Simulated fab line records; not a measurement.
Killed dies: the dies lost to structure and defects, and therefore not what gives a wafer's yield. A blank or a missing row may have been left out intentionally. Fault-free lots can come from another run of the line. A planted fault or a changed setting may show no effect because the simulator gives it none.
Struck lot and sound lot, side by side    flow n5 finfet    18 out of 1938 route steps
Sound: wafers L693.2, L693.3, L693.4. Struck: wafer L707.4. (L707.3, L707.6 of the same lot were not struck and are left out.) The cause comes at the end.
Each step with rows lists, per side, the tool, then ch with its chambers, then its first start. Under that, the readings that differ: sound wafers    struck wafers    difference of the means    sigmas: that difference in standard deviations of wafers without a fault.
alike: a reading whose means differ by less than 2 such deviations, as well as words and numbers matching on both sides. not compared: withheld readings; readings where some wafer has no value; bounds like >300 that might hide an equal value; numbers whose values overlap and for which the record gives no deviation.
The two part at a step that has a row with sigmas, a row that says differs or no value, or rows on one side only. Numbers that have no deviation but don't overlap get no sigmas and don't part them. A reading that every wafer of one side lacks parts them only if that side has two wafers or more.

first, 8 steps without rows for these wafers: N5_PASSIVATION_HMDS_03 (time 60 s); N5_PASSIVATION_COAT_04; N5_PASSIVATION_EBR_06; N5_PASSIVATION_SOFTBAKE_05 (time 90 s); N5_PASSIVATION_EXPOSE_07 (exposes mask TV, defocus 0 nm, target cd 3000 nm); N5_PASSIVATION_PEB_08; N5_PASSIVATION_DEVELOP_09 (develop time 60 s); N5_PASSIVATION_HARDBAKE_11 (time 120 s).
N5_PASSIVATION_CD_MEAS_10: target cd 3000 nm.
  sound on cd sem-01 ch 0, day 14 05:03; struck on cd sem-01 ch 0, day 18 03:47
  alike: cd nm
N5_PASSIVATION_OVL_MEAS_60:
  sound on overlay-02 ch 0, day 14 05:05; struck on overlay-02 ch 0, day 18 03:49
  alike: TV_OVL
N5_PASSIVATION_INSPECT_61: inspects for defects (macro).
  struck on defect inspect-02, day 18 03:50; sound on defect inspect-01, day 14 05:07
  alike: raw defect count
N5_PASSIVATION_DESCUM_12: chemistry O2, time 7.9 s.
  sound on rie diel-03 ch 0,1, day 14 05:08; struck on rie diel-03 ch 1, day 18 04:32
  alike: drypump motor current A, oes product au, rf vpp V, showerhead plenum p Torr, throttle valve pct
  not compared: rf hours counter h
N5_PASSIVATION_PASS_ETCH_74: etches SiNx in CF4/O2, target depth 220 nm, time 110 s.
  sound on rie diel-03 ch 0,1, day 14 05:13; struck on rie diel-03 ch 1, day 18 04:36
reading                          sound            struck  difference  sigmas
model.etch.depth nm (nm)         224.2 214.3 214  184.3   -33.2       
model.TV_OPEN.cd offset nm (nm)  0 0.2 0.4        1.2     +1.0        
  alike: O2_flow_sccm, drypump motor current A, oes_f_703_au, oes product au, rf vpp V, showerhead plenum p Torr, throttle valve pct
  not compared: rf hours counter h, model.coat_of_PASSIVATION_COAT_04.thk nm
N5_PASSIVATION_VIA_ETCH_13: etches SiO2 in CHF3/O2, target depth 660 nm, time 330 s.
  sound on rie diel-03 ch 0,1, day 14 05:18; struck on rie diel-03 ch 1, day 18 04:41
  alike: O2_flow_sccm, drypump motor current A, etch rf on time s, oes_f_703_au, oes product au, rf vpp V, showerhead plenum p Torr, throttle valve pct
  not compared: rf hours counter h, model.coat_of_PASSIVATION_COAT_04.thk nm
N5_PASSIVATION_STRIP_14: strips in O2.
  sound on rie diel-03 ch 0,1, day 14 05:30; struck on rie diel-03 ch 1, day 18 04:53
  alike: drypump motor current A, oes product au, rf vpp V, showerhead plenum p Torr, throttle valve pct
  not compared: rf hours counter h
N5_PASSIVATION_ETCH_15: etches SiCN in CF4/N2, target depth 75 nm, time 81.2 s.
  sound: rie diel-03 ch 0,1; struck: rie diel-03 ch 1
reading                          sound        struck  difference  sigmas
model.TV_OPEN.cd offset nm (nm)  1.6 1.4 1.8  2.8     +1.2        
  alike: drypump motor current A, oes product au, rf vpp V, showerhead plenum p Torr, throttle valve pct
  not compared: rf hours counter h
then, 2 steps without rows for these wafers: N5_PASSIVATION_STRIP_73 (strips in post etch residue remover, time 60 s); N5_PASSIVATION_PROBE_49.

## WHERE THEY PART
Nowhere in this record.

WHY: what had been put in by the simulator
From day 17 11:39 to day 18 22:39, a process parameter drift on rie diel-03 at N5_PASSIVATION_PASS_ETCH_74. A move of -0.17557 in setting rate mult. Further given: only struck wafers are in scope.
